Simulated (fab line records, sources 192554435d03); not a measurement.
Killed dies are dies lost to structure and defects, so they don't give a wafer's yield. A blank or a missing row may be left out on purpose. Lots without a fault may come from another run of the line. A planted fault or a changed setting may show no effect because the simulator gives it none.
fab line records | flow n5_finfet
record lots=24 wafers=72 last_day=18
route steps=1938 shown BEOL_M8@1336
lots that met no fault: from a run of the same line without faults
start_h: hours from the record's first day to the start of the lot's first wafer shown | wait_h: hours since the lot's step before | " the same as in the row above | L1.1+2: a row that stands for several wafers | - no value, or no start given | * or withheld: withheld | < > ~ a bound
route shown NAME@n: a module of which the file shows steps, and the number in the route of the first | usual: mean/standard deviation of fault-free wafers | same: alike in all rows | chamber/n: place in a boat | sites: the reading at each site | _std_site: their standard deviation | _edge_site: outer sites' mean less inner sites' | radius_mm: how far each site lies from the wafer's centre | mask NAME#n: copy n | behind: the tool/chamber that last shaped the wafer | hold: why the lot was held/for how many hours/how that ended | device: the transistor (n, p or np) that didn't switch | end of line: the same wafers' tests at the end of the route | a step without rows: its recipe alone | killed: dies lost to structure and defects at the first sort, not the wafer's yield | map: a wafer's dies, x killed, . not, _ none there
set.NAME: the setting as run; set.NAME@STEP: as run at that earlier step | model.NAME: the simulator's own value behind a step, which no gauge read
steps of the route over a sample of lots; a table a step, a row a wafer
services: from which hour (start_h, from the record's first day; less than 0 if before it) a tool's chamber was out of use, for how many hours, and why
## steps
# step N5_BEOL_M8_HM_DEP_02
# recipe material=TiN target_thk_a=200 temp_c=25 chamber_pressure_pa=0.49996
# usual throttle_valve_pct=30.0/0.96
# columns lot.wafer tool chamber start_h wait_h throttle_valve_pct
L074.3 pvd_sputter-01 - 203.77 0.8 29.3
L074.4 " - " " 31.5
L074.6 " - " " 30.5
L075.1 pvd_sputter-03 - 209.06 1.8 30.3
L075.3 " - " " 29.8
L075.5 " - " " 29.7
L076.3 pvd_sputter-01 - 220.29 1.0 30.6
L076.5 " - " " 30.7
L076.6 " - " " 29.0
L077.1 pvd_sputter-01 - 224.88 0.8 29.7
L077.2 " - " " 29.0
L077.6 " - " " 31.1
L078.3 pvd_sputter-03 - 228.04 1.0 30.1
L078.5 " - " " 28.5
L078.6 " - " " 30.3
L079.2 pvd_sputter-03 - 246.28 0.3 29.4
L079.3 " - " " 28.1
L079.6 " - " " 29.4
L081.1 pvd_sputter-03 - 249.23 2.1 28.1
L081.3 " - " " 30.4
L081.6 " - " " 30.3
L080.1 pvd_sputter-03 - 249.95 1.5 28.3
L080.2 " - " " 30.3
L080.3 " - " " 29.6
L082.4 pvd_sputter-01 - 257.39 0.9 29.2
L082.5 " - " " 29.8
L082.6 " - " " 31.2
L083.3 pvd_sputter-02 - 259.14 0.9 30.5
L083.4 " - " " 29.4
L083.6 " - " " 29.2
L084.1 pvd_sputter-02 - 268.16 0.7 29.6
L084.4 " - " " 31.7
L084.6 " - " " 29.4
L085.2 pvd_sputter-03 - 290.09 4.1 30.4
L085.3 " - " " 28.2
L085.4 " - " " 29.0
L086.1 pvd_sputter-03 - 290.31 3.9 29.3
L086.2 " - " " 30.0
L086.3 " - " " 30.3
L087.1 pvd_sputter-03 - 290.41 4.0 29.5
L087.4 " - " " 28.4
L087.5 " - " " 29.5
L089.3 pvd_sputter-01 - 307.59 1.3 31.2
L089.4 " - " " 29.8
L089.6 " - " " 31.1
L088.1 pvd_sputter-01 - 307.69 0.8 29.0
L088.3 " - " " 29.8
L088.6 " - " " 30.4
L090.2 pvd_sputter-02 - 310.70 1.0 30.5
L090.4 " - " " 31.5
L090.6 " - " " 29.3
L093.2 pvd_sputter-02 - 313.54 1.4 30.1
L093.4 " - " " 30.2
L093.5 " - " " 32.0
L091.2 pvd_sputter-02 - 314.04 0.4 31.8
L091.4 " - " " 30.6
L091.5 " - " " 32.0
L096.2 pvd_sputter-02 - 349.28 2.0 31.7
L096.4 " - " " 30.4
L096.6 " - " " 30.9
L092.1 pvd_sputter-03 - 355.28 0.4 29.9
L092.2 " - " " 29.6
L092.5 " - " " 28.3
L097.2 pvd_sputter-02 - 358.46 1.7 31.9
L097.3 " - " " 29.3
L097.5 " - " " 30.5
L094.3 pvd_sputter-02 - 358.64 1.8 30.2
L094.4 " - " " 31.6
L094.5 " - " " 32.0
L095.2 pvd_sputter-02 - 359.36 2.2 29.4
L095.3 " - " " 30.3
L095.5 " - " " 30.4
# step N5_BEOL_M8_VIA_ETCH_34
# recipe chemistry=C4F6/O2 target=SiCOH_lowk target_depth_a=1255 mask_material=SOC taper_deg=4 time_s=50.5 ion_energy_ev=250 pressure_mtorr=30 source_w=345 bias_w=185 Ar_flow_sccm=300 C4F6_flow_sccm=10 O2_flow_sccm=10
# usual drypump_motor_current_A=5.7/0.47 oes_f_703_au=0.77/0.057 oes_product_au=0.77/0.057 rf_vpp_V=665/13 showerhead_plenum_p_Torr=2.82/0.089 throttle_valve_pct=20.93/0.16
# same time_s=50.5
# columns lot.wafer tool chamber start_h wait_h drypump_motor_current_A oes_f_703_au oes_product_au rf_hours_counter_h rf_vpp_V showerhead_plenum_p_Torr throttle_valve_pct
L074.3 rie_diel-02 2 205.93 0.0 5.7 0.85 0.86 57 637 2.79 21.13
L074.4 " 0 " " 5.3 0.69 0.69 205 667 2.84 21.06
L074.6 " 1 " " 6.1 0.74 0.75 - 657 2.74 21.01
L075.1 rie_diel-04 1 213.92 0.0 5.4 0.77 0.75 154 655 2.73 20.89
L075.3 " 2 " " 4.8 0.86 0.85 56 674 2.88 20.62
L075.5 " 0 " " 6.1 0.82 0.85 - 668 2.80 20.93
L076.3 rie_diel-01 3 224.29 0.0 6.2 0.74 0.76 131 682 2.75 20.89
L076.5 " 3 " " 6.2 0.74 0.75 - 681 2.75 20.90
L076.6 " 0 " " 6.2 0.84 0.81 - 643 2.77 20.92
L077.1 rie_diel-04 0 226.85 0.0 6.1 0.80 0.86 58 668 2.79 20.95
L077.2 " 1 " " 5.3 0.76 0.74 158 655 2.72 20.88
L077.6 " 0 " " 6.1 0.81 0.85 - 668 2.79 20.95
L078.3 rie_diel-02 0 229.70 0.0 5.2 0.68 0.69 214 668 2.83 21.06
L078.5 " 3 " " 5.9 0.74 0.75 - 680 2.97 20.63
L078.6 " 0 " " 5.2 0.69 0.69 - 666 2.83 21.07
L079.2 rie_diel-01 3 249.15 0.0 6.2 0.73 0.75 140 680 2.75 20.91
L079.3 " 1 " " 5.0 0.90 0.90 24 670 3.02 20.81
L079.6 " 3 " " 6.2 0.73 0.76 - 681 2.75 20.91
L081.1 rie_diel-04 2 251.03 0.0 4.8 0.84 0.84 71 675 2.87 20.66
L081.3 " 3 " " 5.5 0.80 0.82 73 676 2.91 21.04
L081.6 " 1 " " 5.4 0.75 0.74 - 656 2.72 20.91
L080.1 rie_diel-04 2 253.78 0.0 4.7 0.84 0.84 72 675 2.87 20.65
L080.2 " 1 " " 5.4 0.76 0.73 168 656 2.72 20.89
L080.3 " 3 " " 5.5 0.79 0.81 74 677 2.91 21.04
L082.4 rie_diel-04 2 259.49 0.0 4.7 0.84 0.84 74 675 2.87 20.64
L082.5 " 1 " " 5.3 0.75 0.74 - 655 2.72 20.91
L082.6 " 0 " " 6.2 0.79 0.83 - 668 2.79 20.96
L083.3 rie_diel-04 3 261.61 0.0 5.5 0.79 0.82 76 677 2.91 21.04
L083.4 " 2 " " 4.7 0.84 0.84 74 674 2.87 20.64
L083.6 " 2 " " 4.7 0.84 0.84 - 674 2.87 20.64
L084.1 rie_diel-02 1 270.55 0.0 6.1 0.72 0.73 175 657 2.73 21.05
L084.4 " 0 " " 5.2 0.68 0.68 227 666 2.83 21.09
L084.6 " 3 " " 5.9 0.73 0.72 - 681 2.96 20.65
L085.2 rie_diel-02 0 292.68 0.0 5.2 0.67 0.68 232 666 2.82 21.09
L085.3 " 3 " " 5.9 0.72 0.73 173 681 2.96 20.66
L085.4 " 1 " " 6.2 0.71 0.73 179 657 2.72 21.05
L087.1 rie_diel-01 0 292.85 0.0 6.2 0.81 0.79 106 644 2.76 20.94
L087.4 " 1 " " 5.1 0.88 0.87 38 670 3.01 20.82
L087.5 " 1 " " 5.0 0.88 0.87 - 670 3.01 20.83
L086.1 rie_diel-04 3 293.26 0.0 5.5 0.79 0.79 85 676 2.90 21.05
L086.2 " 2 " " 4.7 0.83 0.83 83 673 2.87 20.65
L086.3 " 0 " " 6.1 0.78 0.81 79 668 2.79 20.98
L089.3 rie_diel-02 3 310.15 0.0 5.9 0.72 0.73 180 682 2.96 20.68
L089.4 " 0 " " 5.2 0.67 0.66 239 665 2.82 21.11
L089.6 " 0 " " 5.2 0.67 0.67 - 667 2.82 21.11
L088.1 rie_diel-02 3 310.92 0.0 5.9 0.73 0.72 181 682 2.96 20.68
L088.3 " 1 " " 6.1 0.71 0.73 187 657 2.72 21.05
L088.6 " 3 " " 5.9 0.72 0.73 - 682 2.96 20.67
L090.2 rie_diel-04 1 313.38 0.0 5.4 0.74 0.73 182 656 2.71 20.93
L090.4 " 2 " " 4.7 0.82 0.82 91 674 2.86 20.66
L090.6 " 3 " " 5.5 0.78 0.79 - 676 2.90 21.07
L093.2 rie_diel-04 2 316.24 0.0 4.7 0.81 0.81 92 673 2.86 20.66
L093.4 " 0 " " 6.1 0.78 0.80 87 666 2.78 20.98
L093.5 " 1 " " 5.4 0.75 0.72 - 655 2.71 20.92
L091.2 rie_diel-01 1 316.59 0.0 5.0 0.86 0.85 48 669 3.00 20.84
L091.4 " 0 " " 6.2 0.80 0.79 115 643 2.75 20.97
L091.5 " 0 " " 6.2 0.81 0.78 - 644 2.75 20.97
L096.2 rie_diel-02 1 354.86 0.0 6.2 0.70 0.70 200 657 2.71 21.09
L096.4 " 3 " " 5.9 0.72 0.71 - 679 2.95 20.70
L096.6 " 2 " " 5.7 0.79 0.81 - 637 2.77 21.18
L092.1 rie_diel-02 2 358.62 0.0 5.7 0.80 0.80 107 637 2.77 21.19
L092.2 " 1 " " 6.1 0.69 0.71 203 655 2.71 21.08
L092.5 " 1 " " 6.1 0.69 0.70 - 657 2.71 21.10
L094.3 rie_diel-01 1 365.00 0.0 5.0 0.83 0.82 64 668 3.00 20.84
L094.4 " 0 " " 6.3 0.79 0.77 132 644 2.75 21.02
L094.5 " 1 " " 5.0 0.84 0.82 - 669 3.00 20.86
L097.2 rie_diel-02 3 365.05 0.0 5.9 0.71 0.71 197 682 2.95 20.69
L097.3 " 2 " " 5.7 0.79 0.79 109 638 2.77 21.18
L097.5 " 3 " " 5.9 0.71 0.71 - 681 2.95 20.70
L095.2 rie_diel-04 0 365.19 0.0 6.1 0.76 0.80 102 666 2.77 21.00
L095.3 " 2 " " 4.7 0.80 0.81 107 673 2.86 20.70
L095.5 " 1 " " 5.4 0.73 0.71 - 655 2.71 20.96
# step N5_BEOL_M8_CURE_75
# recipe temp_c=370 time_s=120 ambient=DMADMS/He material=SiCOH_lowk
# usual lamp_power_pct=52.32/0.047 wafer_temp_C_max=372.0/0.58
# same time_s=120
# columns lot.wafer tool chamber start_h wait_h lamp_power_pct wafer_temp_C_max
L074.3 uv_cure-03 2 206.49 0.1 52.35 372.7
L074.4 " 2 " " 52.32 372.6
L074.6 " 2 " " 52.29 371.5
L075.1 uv_cure-02 1 214.36 0.0 52.32 371.5
L075.3 " 1 " " 52.27 371.1
L075.5 " 1 " " 52.27 371.2
L076.3 uv_cure-03 1 224.84 0.1 52.37 372.0
L076.5 " 1 " " 52.35 371.7
L076.6 " 1 " " 52.38 371.9
L077.1 uv_cure-01 2 227.31 0.0 52.35 372.0
L077.2 " 2 " " 52.27 372.2
L077.6 " 2 " " 52.42 372.4
L078.3 uv_cure-03 1 230.25 0.1 52.30 371.4
L078.5 " 1 " " 52.32 372.1
L078.6 " 1 " " 52.31 371.3
L079.2 uv_cure-02 2 249.65 0.1 52.29 371.4
L079.3 " 2 " " 52.35 372.1
L079.6 " 2 " " 52.34 371.5
L081.1 uv_cure-03 2 251.49 0.0 52.29 372.4
L081.3 " 2 " " 52.28 372.2
L081.6 " 2 " " 52.28 372.9
L080.1 uv_cure-02 0 254.24 0.0 52.34 372.4
L080.2 " 0 " " 52.34 373.3
L080.3 " 0 " " 52.33 373.8
L082.4 uv_cure-03 1 260.08 0.2 52.36 371.4
L082.5 " 1 " " 52.29 371.5
L082.6 " 1 " " 52.35 372.1
L083.3 uv_cure-01 1 262.26 0.2 52.40 372.5
L083.4 " 1 " " 52.30 372.4
L083.6 " 1 " " 52.24 372.0
L084.1 uv_cure-03 1 270.99 0.0 52.30 371.3
L084.4 " 1 " " 52.31 371.6
L084.6 " 1 " " 52.26 372.2
L085.2 uv_cure-02 2 293.17 0.1 52.32 372.0
L085.3 " 2 " " 52.31 371.9
L085.4 " 2 " " 52.35 371.5
L087.1 uv_cure-03 2 293.30 0.0 52.35 372.7
L087.4 " 2 " " 52.28 373.2
L087.5 " 2 " " 52.36 371.6
L086.1 uv_cure-01 2 293.70 0.0 52.35 372.5
L086.2 " 2 " " 52.41 371.8
L086.3 " 2 " " 52.33 372.9
L089.3 uv_cure-03 0 310.70 0.1 52.36 372.2
L089.4 " 0 " " 52.30 371.9
L089.6 " 0 " " 52.36 371.6
L088.1 uv_cure-01 2 311.36 0.0 52.30 373.1
L088.3 " 2 " " 52.25 371.9
L088.6 " 2 " " 52.34 372.9
L090.2 uv_cure-02 1 314.11 0.3 52.33 371.5
L090.4 " 1 " " 52.36 371.2
L090.6 " 1 " " 52.32 371.3
L093.2 uv_cure-03 1 316.73 0.1 52.30 371.5
L093.4 " 1 " " 52.29 371.6
L093.5 " 1 " " 52.34 372.0
L091.2 uv_cure-03 1 317.08 0.1 52.30 372.1
L091.4 " 1 " " 52.34 371.8
L091.5 " 1 " " 52.37 371.4
L096.2 uv_cure-02 0 355.36 0.1 52.36 372.7
L096.4 " 0 " " 52.29 372.8
L096.6 " 0 " " 52.38 373.6
L092.1 uv_cure-02 2 359.24 0.1 52.45 372.1
L092.2 " 2 " " 52.35 372.0
L092.5 " 2 " " 52.29 372.4
L097.2 uv_cure-03 0 365.54 0.1 52.29 371.7
L097.3 " 0 " " 52.34 371.3
L097.5 " 0 " " 52.26 372.4
L094.3 uv_cure-01 1 365.64 0.1 52.25 372.0
L094.4 " 1 " " 52.26 371.8
L094.5 " 1 " " 52.34 371.6
L095.2 uv_cure-03 0 365.84 0.2 52.29 372.5
L095.3 " 0 " " 52.31 372.2
L095.5 " 0 " " 52.23 371.5
# step N5_BEOL_M8_CMP_52
# recipe stop_on=SiCOH_lowk t_overpolish_s=6.9 down_force_psi=1 platen_rpm=50 clearing_platen_down_force_psi=1.5 clearing_platen_rpm=50 post_cmp_clean=cu_alkaline target_thk_nm=80 clearing_platen_pad_velocity_m_s=0.99484 pad_velocity_m_s=0.99484
# usual barrier_field_endpoint_s=29.0/0.74 motor_current_A=6.2/0.51 overpolish_run_s=6.900/0.01 time_to_endpoint_s=62/3.6
# columns lot.wafer tool chamber start_h wait_h barrier_field_endpoint_s motor_current_A overpolish_run_s time_to_endpoint_s
L074.4 cmp-04 3 208.34 0.1 29.6 5.6 6.896 64
L074.3 " 0 " " 31.3 5.6 6.908 71
L074.6 " 3 " " 30.0 5.8 6.897 64
L075.3 cmp-04 3 217.51 0.3 29.8 5.7 6.915 65
L075.1 " 2 " " 29.7 5.4 6.884 68
L075.5 " 0 " " 30.8 5.6 6.886 72
L076.3 cmp-04 2 228.73 0.2 29.1 5.7 6.895 68
L076.6 " 2 " " 29.1 5.6 6.913 65
L076.5 " 3 " " 30.0 5.7 6.900 66
L077.1 cmp-02 2 229.63 0.4 28.3 6.5 6.884 57
L077.2 " 1 " " 28.3 6.2 6.882 58
L077.6 " 3 " " 29.2 6.1 6.911 63
L078.3 cmp-02 2 232.62 0.3 28.8 6.4 6.911 61
L078.6 " 0 " " 28.6 6.9 6.897 59
L078.5 " 1 " " 28.4 5.9 6.896 60
L079.2 cmp-02 3 251.51 0.2 28.6 6.0 6.903 61
L079.3 " 1 " " 28.5 6.0 6.920 62
L079.6 " 0 " " 29.0 6.7 6.901 62
L081.1 cmp-04 0 254.80 0.3 29.8 6.0 6.900 67
L081.3 " 1 " " 28.5 7.1 6.910 61
L081.6 " 0 " " 30.0 5.9 6.900 69
L080.3 cmp-04 2 256.83 0.3 30.3 5.4 6.911 68
L080.1 " 3 " " 30.3 5.5 6.905 66
L080.2 " 0 " " 30.3 5.8 6.910 70
L082.4 cmp-01 1 264.37 0.2 29.3 6.8 6.894 63
L082.6 " 3 " " 29.4 6.2 6.894 61
L082.5 " 0 " " 28.5 6.1 6.899 59
L083.4 cmp-02 0 265.98 0.2 28.7 7.0 6.890 58
L083.3 " 2 " " 28.3 6.7 6.900 56
L083.6 " 0 " " 29.0 6.8 6.888 61
L084.1 cmp-04 0 273.41 0.3 28.8 5.5 6.892 64
L084.4 " 1 " " 28.8 6.6 6.919 59
L084.6 " 0 " " 29.1 6.0 6.898 65
L085.3 cmp-02 2 295.41 0.2 29.1 7.1 6.900 63
L085.4 " 3 " " 29.7 6.5 6.897 64
L085.2 " 1 " " 29.0 5.9 6.904 63
L087.4 cmp-02 0 295.65 0.1 28.9 6.7 6.911 60
L087.1 " 3 " " 28.7 6.4 6.897 59
L087.5 " 0 " " 28.4 7.0 6.892 62
L086.3 cmp-04 0 295.75 0.2 29.0 6.0 6.896 64
L086.1 " 1 " " 28.7 6.9 6.900 60
L086.2 " 2 " " 29.7 5.6 6.902 65
L089.3 cmp-02 1 312.74 0.2 29.2 5.7 6.909 61
L089.4 " 3 " " 28.1 6.2 6.908 57
L089.6 " 0 " " 28.7 7.1 6.902 60
L088.3 cmp-01 1 314.37 0.2 27.8 7.0 6.908 60
L088.1 " 2 " " 27.7 5.5 6.903 59
L088.6 " 0 " " 28.2 5.9 6.896 53
L090.4 cmp-02 0 317.45 0.1 29.0 7.1 6.912 63
L090.2 " 2 " " 28.7 6.7 6.916 59
L090.6 " 0 " " 28.4 6.8 6.890 59
L093.4 cmp-02 2 319.69 0.1 28.2 6.7 6.902 57
L093.2 " 1 " " 28.5 6.2 6.902 60
L093.5 " 2 " " 28.7 6.3 6.897 58
L091.4 cmp-02 2 321.09 0.1 28.5 6.3 6.886 59
L091.2 " 1 " " 28.7 6.4 6.894 60
L091.5 " 2 " " 28.6 6.5 6.901 58
L096.4 cmp-04 2 358.89 0.1 29.5 5.4 6.894 67
L096.2 " 0 " " 29.8 6.1 6.881 69
L096.6 " 2 " " 29.9 5.6 6.916 65
L092.1 cmp-01 2 361.89 0.3 29.4 5.5 6.894 64
L092.2 " 0 " " 28.1 6.4 6.908 58
L092.5 " 2 " " 29.8 5.4 6.907 63
L097.3 cmp-01 0 367.12 0.2 28.9 6.3 6.888 60
L097.2 " 2 " " 29.0 5.6 6.917 70
L097.5 " 1 " " 28.8 6.9 6.916 63
L094.4 cmp-01 0 369.22 0.1 27.9 5.9 6.922 59
L094.3 " 1 " " 28.2 7.0 6.875 61
L094.5 " 0 " " 28.8 6.3 6.892 60
L095.2 cmp-01 0 369.71 0.3 28.6 6.5 6.896 60
L095.3 " 2 " " 29.5 5.4 6.908 65
L095.5 " 3 " " 29.1 6.4 6.900 61
# step N5_BEOL_M8_DEP_56
# recipe material=SiCN target_thk_a=100 temp_c=withheld precursor=3MS/NH3 pressure_torr=3 rf_w=202 time_s=17.5
# usual showerhead_plenum_p_Torr=3.666/0.016 throttle_valve_pct=8.8/0.36
# same time_s=17.5
# columns lot.wafer tool chamber start_h wait_h showerhead_plenum_p_Torr throttle_valve_pct
L074.3 pecvd-03 0 208.72 0.0 3.683 8.6
L074.4 " 1 " " 3.633 8.9
L074.6 " 0 " " 3.678 8.7
L075.1 pecvd-03 1 217.88 0.0 3.641 9.0
L075.3 " 1 " " 3.644 8.6
L075.5 " 1 " " 3.639 8.9
L076.3 pecvd-03 1 229.12 0.0 3.644 8.6
L076.5 " 0 " " 3.679 8.7
L076.6 " 1 " " 3.639 8.7
L077.1 pecvd-01 1 229.99 0.0 3.672 9.7
L077.2 " 2 " " 3.667 8.7
L077.6 " 2 " " 3.664 8.4
L078.3 pecvd-03 0 232.91 0.0 3.692 9.0
L078.5 " 1 " " 3.635 8.8
L078.6 " 0 " " 3.671 8.6
L079.2 pecvd-01 1 251.87 0.0 3.665 9.7
L079.3 " 0 " " 3.678 8.6
L079.6 " 1 " " 3.664 9.6
L081.1 pecvd-03 1 255.16 0.0 3.639 9.1
L081.3 " 2 " " 3.655 8.3
L081.6 " 2 " " 3.665 8.3
L080.1 pecvd-04 0 257.19 0.0 3.686 8.6
L080.2 " 1 " " 3.667 9.3
L080.3 " 2 " " 3.665 8.6
L082.4 pecvd-04 1 264.67 0.0 3.675 9.0
L082.5 " 2 " " 3.669 8.1
L082.6 " 0 " " 3.688 8.7
L083.3 pecvd-03 1 266.33 0.0 3.644 9.0
L083.4 " 2 " " 3.670 8.3
L083.6 " 1 " " 3.640 9.0
L084.1 pecvd-01 0 273.76 0.0 3.674 8.9
L084.4 " 1 " " 3.669 9.8
L084.6 " 0 " " 3.673 8.9
L085.2 pecvd-01 1 295.76 0.0 3.663 9.7
L085.3 " 2 " " 3.665 8.4
L085.4 " 0 " " 3.678 8.8
L087.1 pecvd-04 0 296.01 0.0 3.691 8.6
L087.4 " 1 " " 3.676 9.2
L087.5 " 0 " " 3.691 8.7
L086.1 pecvd-03 1 296.11 0.0 3.647 8.9
L086.2 " 0 " " 3.673 8.8
L086.3 " 2 " " 3.674 8.4
L089.3 pecvd-03 2 313.06 0.0 3.663 8.3
L089.4 " 2 " " 3.665 8.7
L089.6 " 1 " " 3.644 9.2
L088.1 pecvd-03 0 314.68 0.0 3.675 8.9
L088.3 " 1 " " 3.640 8.9
L088.6 " 2 " " 3.678 8.5
L090.2 pecvd-03 1 317.80 0.0 3.642 8.8
L090.4 " 2 " " 3.667 8.7
L090.6 " 1 " " 3.642 9.2
L093.2 pecvd-04 1 320.04 0.0 3.666 9.5
L093.4 " 1 " " 3.679 9.2
L093.5 " 0 " " 3.683 8.7
L091.2 pecvd-01 1 321.45 0.0 3.663 9.6
L091.4 " 1 " " 3.674 9.3
L091.5 " 1 " " 3.657 9.3
L096.2 pecvd-01 0 359.24 0.0 3.674 9.0
L096.4 " 0 " " 3.663 9.2
L096.6 " 1 " " 3.661 9.6
L092.1 pecvd-03 1 362.21 0.0 3.645 8.8
L092.2 " 0 " " 3.679 8.8
L092.5 " 1 " " 3.647 8.7
L097.2 pecvd-04 1 367.48 0.0 3.682 9.2
L097.3 " 0 " " 3.691 8.6
L097.5 " 2 " " 3.669 8.6
L094.3 pecvd-03 1 369.58 0.0 3.634 8.9
L094.4 " 2 " " 3.661 8.3
L094.5 " 0 " " 3.677 8.8
L095.2 pecvd-03 1 370.03 0.0 3.635 9.0
L095.3 " 2 " " 3.674 8.7
L095.5 " 0 " " 3.687 8.8
# step N5_BEOL_M8_INSPECT_58
# recipe inspect_instrument=darkfield mode=post_dep
# usual raw_defect_count=73/24
# columns lot.wafer tool chamber start_h wait_h raw_defect_count
L074.3 defect_inspect-02 - 208.82 0.0 50
L074.4 " - " " 69
L074.6 " - " " 34
L075.1 defect_inspect-01 - 217.99 0.0 59
L075.3 " - " " 50
L075.5 " - " " 61
L076.3 defect_inspect-01 - 229.22 0.0 65
L076.5 " - " " 64
L076.6 " - " " 55
L077.1 defect_inspect-01 - 230.08 0.0 48
L077.2 " - " " 42
L077.6 " - " " 53
L078.3 defect_inspect-01 - 233.00 0.0 50
L078.5 " - " " 74
L078.6 " - " " 72
L079.2 defect_inspect-01 - 251.97 0.0 86
L079.3 " - " " 54
L079.6 " - " " 85
L081.1 defect_inspect-02 - 255.26 0.0 91
L081.3 " - " " 124
L081.6 " - " " 75
L080.1 defect_inspect-02 - 257.28 0.0 101
L080.2 " - " " 85
L080.3 " - " " 61
L082.4 defect_inspect-01 - 264.75 0.0 67
L082.5 " - " " 77
L082.6 " - " " 64
L083.3 defect_inspect-01 - 266.42 0.0 72
L083.4 " - " " 47
L083.6 " - " " 87
L084.1 defect_inspect-02 - 273.86 0.0 96
L084.4 " - " " 65
L084.6 " - " " 60
L085.2 defect_inspect-02 - 295.86 0.0 76
L085.3 " - " " 52
L085.4 " - " " 85
L087.1 defect_inspect-01 - 296.10 0.0 76
L087.4 " - " " 61
L087.5 " - " " 61
L086.1 defect_inspect-02 - 296.20 0.0 90
L086.2 " - " " 77
L086.3 " - " " 109
L089.3 defect_inspect-02 - 313.15 0.0 108
L089.4 " - " " 76
L089.6 " - " " 67
L088.1 defect_inspect-02 - 314.78 0.0 79
L088.3 " - " " 96
L088.6 " - " " 80
L090.2 defect_inspect-02 - 317.90 0.0 49
L090.4 " - " " 41
L090.6 " - " " 87
L093.2 defect_inspect-01 - 320.14 0.0 43
L093.4 " - " " 48
L093.5 " - " " 76
L091.2 defect_inspect-02 - 321.57 0.0 73
L091.4 " - " " 44
L091.5 " - " " 58
L096.2 defect_inspect-02 - 359.34 0.0 51
L096.4 " - " " 59
L096.6 " - " " 69
L092.1 defect_inspect-01 - 362.30 0.0 42
L092.2 " - " " 47
L092.5 " - " " 99
L097.2 defect_inspect-01 - 367.57 0.0 91
L097.3 " - " " 82
L097.5 " - " " 54
L094.3 defect_inspect-01 - 369.68 0.0 78
L094.4 " - " " 115
L094.5 " - " " 125
L095.2 defect_inspect-02 - 370.13 0.0 99
L095.3 " - " " 121
L095.5 " - " " 150
## services
# columns tool chamber start_h hours kind
uv_cure-02 - 180.62 1.0 pm
cmp-01 - 192.95 5.0 pm
cmp-02 - 197.13 4.0 pm
rie_diel-04 3 198.02 17.3 repair
cmp-01 - 208.40 13.1 pm
cmp-02 - 216.47 0.3 repair
rie_diel-02 2 220.41 6.5 repair
rie_diel-04 1 221.06 3.8 repair
cmp-01 - 228.56 6.6 pm
pecvd-03 - 255.45 3.2 repair
cmp-01 - 263.20 0.5 repair
pecvd-03 0 264.70 12.5 repair
uv_cure-02 - 271.07 1.5 repair
rie_diel-04 1 279.28 15.5 repair
pecvd-03 0 286.79 6.2 repair
pecvd-03 1 289.53 4.4 repair
uv_cure-03 - 290.46 0.3 repair
cmp-02 - 296.23 6.5 repair
cmp-04 - 306.53 4.0 pm
cmp-04 - 312.89 5.5 repair
rie_diel-04 1 320.36 8.2 repair
rie_diel-04 - 354.93 2.8 pm
cmp-04 - 355.56 2.0 repair
cmp-04 - 359.65 3.6 pm
## key
fault none
